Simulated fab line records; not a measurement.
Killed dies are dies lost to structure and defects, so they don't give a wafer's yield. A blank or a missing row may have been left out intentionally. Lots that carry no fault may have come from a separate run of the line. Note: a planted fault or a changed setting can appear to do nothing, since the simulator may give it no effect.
Split-lot trial || flow n5 finfet || on a route of 1938 steps: 7 lots, 21 wafers read

ON THE SPLIT
At N5_BEOL_M14_ETCH_68 (etches SOC in N2/H2, time 450 s), the setting time s was moved away from the recipe's 450 s on 4 of the 21 wafers read, by -11.2% to +9.0%. For the rest of the wafers, this setting stayed at what the recipe calls for.

Reading taken at the split's own step.

THE READING
SiARC_of_BEOL_M14_COAT_66.thk nm (the simulator's own value, which no gauge read), in nm, at N5_BEOL_M14_ETCH_68 (etches SOC in N2/H2, time 450 s). The file does not state a usual value for it. The 17 wafers here that ran the recipe average 65.3 nm, standard deviation 0.83 nm.

{"wafer": "L074.4", "tool, chamber at the split": "rie diel-03, 1", "time s as run, s": 450, "against the recipe": "recipe", "SiARC_of_BEOL_M14_COAT_66.thk nm, nm": 64.8, "against lot-mates on the recipe": "-"}
{"wafer": "L074.5", "tool, chamber at the split": "rie diel-03, 0", "time s as run, s": 490.6, "against the recipe": "+9.0%", "SiARC_of_BEOL_M14_COAT_66.thk nm, nm": 63.6, "against lot-mates on the recipe": -1.2}
{"wafer": "L074.6", "tool, chamber at the split": "rie diel-03, 3", "time s as run, s": 490.6, "against the recipe": "+9.0%", "SiARC_of_BEOL_M14_COAT_66.thk nm, nm": 61.4, "against lot-mates on the recipe": -3.4}
{"wafer": "L076.2", "tool, chamber at the split": "rie diel-05, 2", "time s as run, s": 450, "against the recipe": "recipe", "SiARC_of_BEOL_M14_COAT_66.thk nm, nm": 66, "against lot-mates on the recipe": "-"}
{"wafer": "L076.3", "tool, chamber at the split": "rie diel-05, 1", "time s as run, s": 450, "against the recipe": "recipe", "SiARC_of_BEOL_M14_COAT_66.thk nm, nm": 67, "against lot-mates on the recipe": "-"}
{"wafer": "L076.6", "tool, chamber at the split": "rie diel-05, 1", "time s as run, s": 450, "against the recipe": "recipe", "SiARC_of_BEOL_M14_COAT_66.thk nm, nm": 66.8, "against lot-mates on the recipe": "-"}
{"wafer": "L080.3", "tool, chamber at the split": "rie diel-05, 3", "time s as run, s": 450, "against the recipe": "recipe", "SiARC_of_BEOL_M14_COAT_66.thk nm, nm": 64.6, "against lot-mates on the recipe": "-"}
{"wafer": "L080.4", "tool, chamber at the split": "rie diel-05, 2", "time s as run, s": 450, "against the recipe": "recipe", "SiARC_of_BEOL_M14_COAT_66.thk nm, nm": 64.2, "against lot-mates on the recipe": "-"}
{"wafer": "L080.6", "tool, chamber at the split": "rie diel-05, 3", "time s as run, s": 450, "against the recipe": "recipe", "SiARC_of_BEOL_M14_COAT_66.thk nm, nm": 64.6, "against lot-mates on the recipe": "-"}
{"wafer": "L086.1", "tool, chamber at the split": "rie diel-06, 3", "time s as run, s": 450, "against the recipe": "recipe", "SiARC_of_BEOL_M14_COAT_66.thk nm, nm": 65.6, "against lot-mates on the recipe": "-"}
{"wafer": "L086.3", "tool, chamber at the split": "rie diel-06, 0", "time s as run, s": 450, "against the recipe": "recipe", "SiARC_of_BEOL_M14_COAT_66.thk nm, nm": 66, "against lot-mates on the recipe": "-"}
{"wafer": "L086.6", "tool, chamber at the split": "rie diel-06, 3", "time s as run, s": 450, "against the recipe": "recipe", "SiARC_of_BEOL_M14_COAT_66.thk nm, nm": 65.4, "against lot-mates on the recipe": "-"}
{"wafer": "L087.2", "tool, chamber at the split": "rie diel-03, 0", "time s as run, s": 450, "against the recipe": "recipe", "SiARC_of_BEOL_M14_COAT_66.thk nm, nm": 64, "against lot-mates on the recipe": "-"}
{"wafer": "L087.5", "tool, chamber at the split": "rie diel-03, 2", "time s as run, s": 450, "against the recipe": "recipe", "SiARC_of_BEOL_M14_COAT_66.thk nm, nm": 65.8, "against lot-mates on the recipe": "-"}
{"wafer": "L087.6", "tool, chamber at the split": "rie diel-03, 3", "time s as run, s": 450, "against the recipe": "recipe", "SiARC_of_BEOL_M14_COAT_66.thk nm, nm": 64.4, "against lot-mates on the recipe": "-"}
{"wafer": "L089.4", "tool, chamber at the split": "rie diel-03, 2", "time s as run, s": 450, "against the recipe": "recipe", "SiARC_of_BEOL_M14_COAT_66.thk nm, nm": 65.2, "against lot-mates on the recipe": "-"}
{"wafer": "L089.5", "tool, chamber at the split": "rie diel-03, 0", "time s as run, s": 399.4, "against the recipe": "-11.2%", "SiARC_of_BEOL_M14_COAT_66.thk nm, nm": 69.8, "against lot-mates on the recipe": "+4.6"}
{"wafer": "L089.6", "tool, chamber at the split": "rie diel-03, 3", "time s as run, s": 399.4, "against the recipe": "-11.2%", "SiARC_of_BEOL_M14_COAT_66.thk nm, nm": 70.8, "against lot-mates on the recipe": "+5.6"}
{"wafer": "L096.1", "tool, chamber at the split": "rie diel-05, 3", "time s as run, s": 450, "against the recipe": "recipe", "SiARC_of_BEOL_M14_COAT_66.thk nm, nm": 65.4, "against lot-mates on the recipe": "-"}
{"wafer": "L096.2", "tool, chamber at the split": "rie diel-05, 2", "time s as run, s": 450, "against the recipe": "recipe", "SiARC_of_BEOL_M14_COAT_66.thk nm, nm": 65.8, "against lot-mates on the recipe": "-"}
{"wafer": "L096.5", "tool, chamber at the split": "rie diel-05, 1", "time s as run, s": 450, "against the recipe": "recipe", "SiARC_of_BEOL_M14_COAT_66.thk nm, nm": 65, "against lot-mates on the recipe": "-"}

THE FIT
A straight line over all 21 wafers: SiARC_of_BEOL_M14_COAT_66.thk nm changes by -0.39 nm for each +1% of time s; r = -0.89; the points scatter about the line by 0.92 nm.
The same after taking each lot's own level away (the mean of its wafers on the recipe; 21 wafers): -0.374 nm for each +1%; r = -0.93; scatter 0.69 nm.
Per that fit: largest time s move, reading shift of 4.2 nm.
The lots' own levels span 64.47 to 66.60 nm, that is 2.6 times the standard deviation above.
So the lot-to-lot level changes the slope little: the two slopes agree.
Check: with one of the wafers moved furthest among these (-11.2%) left out of the fit, the line predicts +4.28 nm for it against its lot-mates. It came out at +4.6 nm against them.

THE OTHER SPLITS THESE WAFERS WENT THROUGH
These wafers also went through other splits before the reading. Each is held against what the fit with the lots' levels taken away leaves over:
{"other split on the same wafers": "N5_BEOL_M14_DESCUM_15 time s", "wafers away from the commonest value": 3, "r with SiARC_of_BEOL_M14_COAT_66.thk nm (lot level and that fit taken away)": "+0.36"}
{"other split on the same wafers": "N5_BEOL_M14_PEB_26 peb temp c", "wafers away from the commonest value": 7, "r with SiARC_of_BEOL_M14_COAT_66.thk nm (lot level and that fit taken away)": "+0.24"}

FILE'S OWN FIT
SiARC_of_BEOL_M14_COAT_66.thk nm changes by -0.376 nm for each +1% of time s, r = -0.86.
